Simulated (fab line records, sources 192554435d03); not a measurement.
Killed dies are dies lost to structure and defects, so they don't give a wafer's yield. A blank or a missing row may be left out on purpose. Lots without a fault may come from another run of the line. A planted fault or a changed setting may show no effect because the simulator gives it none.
Chamber matching | flow n5_finfet | N5_MOL_CONTACT_COAG_STRIP_72 on rie_diel-05: 4 sister chambers
The step strips in N2/H2. 14 wafers are shown with their chamber, then 7 later ones without.

WAFERS WITH THEIR CHAMBER
wafer  | chamber | showerhead_plenum_p_Torr (Torr) | drypump_motor_current_A (A) | throttle_valve_pct (%)
L075.1 | 3       | 2.48                            | 5.6                         | 23.4
L075.2 | 2       | 2.65                            | 5.6                         | 23.7
L075.6 | 3       | 2.48                            | 5.6                         | 23.4
L076.3 | 3       | 2.48                            | 5.6                         | 23.4
L076.4 | 0       | 2.58                            | 5.4                         | 23.5
L076.6 | 3       | 2.48                            | 5.6                         | 23.4
L088.2 | 3       | 2.48                            | 5.6                         | 23.1
L088.3 | 1       | 2.47                            | 6.2                         | 23.3
L088.6 | 1       | 2.47                            | 6.2                         | 23.3
L091.2 | 3       | 2.48                            | 5.6                         | 23.1
L091.5 | 0       | 2.57                            | 5.3                         | 23.6
L091.6 | 1       | 2.47                            | 6.2                         | 23.3
L095.2 | 0       | 2.57                            | 5.4                         | 23.6
L095.5 | 0       | 2.57                            | 5.4                         | 23.6

SIGNATURES (means of the wafers above)
reading                  | chamber 0 | chamber 1 | chamber 2 | chamber 3 | scatter within a chamber
showerhead_plenum_p_Torr | 2.5725    | 2.4700    | 2.6500    | 2.4800    | 0.00274
drypump_motor_current_A  | 5.375     | 6.200     | 5.600     | 5.600     | 0.0274
throttle_valve_pct       | 23.575    | 23.300    | 23.700    | 23.300    | 0.113
Rule: a wafer's distance from a chamber is the root of the sum, over the readings, of the square of ((its reading less the chamber's mean) divided by the reading's scatter). The wafer belongs to the nearest chamber; if the next one is less than 2 further off, it can't be placed. The scatter: the root of (the sum of the squares of (reading less its chamber's mean) over the shown wafers, divided by (wafers less chambers)).

WAFERS WITHOUT THEIR CHAMBER
wafer  | showerhead_plenum_p_Torr (Torr) | drypump_motor_current_A (A) | throttle_valve_pct (%)
L095.6 | 2.47                            | 5.6                         | 23.2
L096.2 | 2.47                            | 5.6                         | 23.1
L096.5 | 2.47                            | 6.2                         | 23.3
L096.6 | 2.47                            | 5.5                         | 23.1
L097.1 | 2.47                            | 5.5                         | 23.1
L097.5 | 2.63                            | 5.6                         | 23.8
L097.6 | 2.47                            | 5.5                         | 23.1

WHICH CHAMBER EACH WENT THROUGH
wafer  | from the rows above | in truth
L095.6 | 3                   | 3
L096.2 | 3                   | 3
L096.5 | 1                   | 1
L096.6 | 3                   | 3
L097.1 | 3                   | 3
L097.5 | 2                   | 2
L097.6 | 3                   | 3
Placed correctly: 7 of 7. Can't be placed from these rows: 0. Placed wrongly: 0.
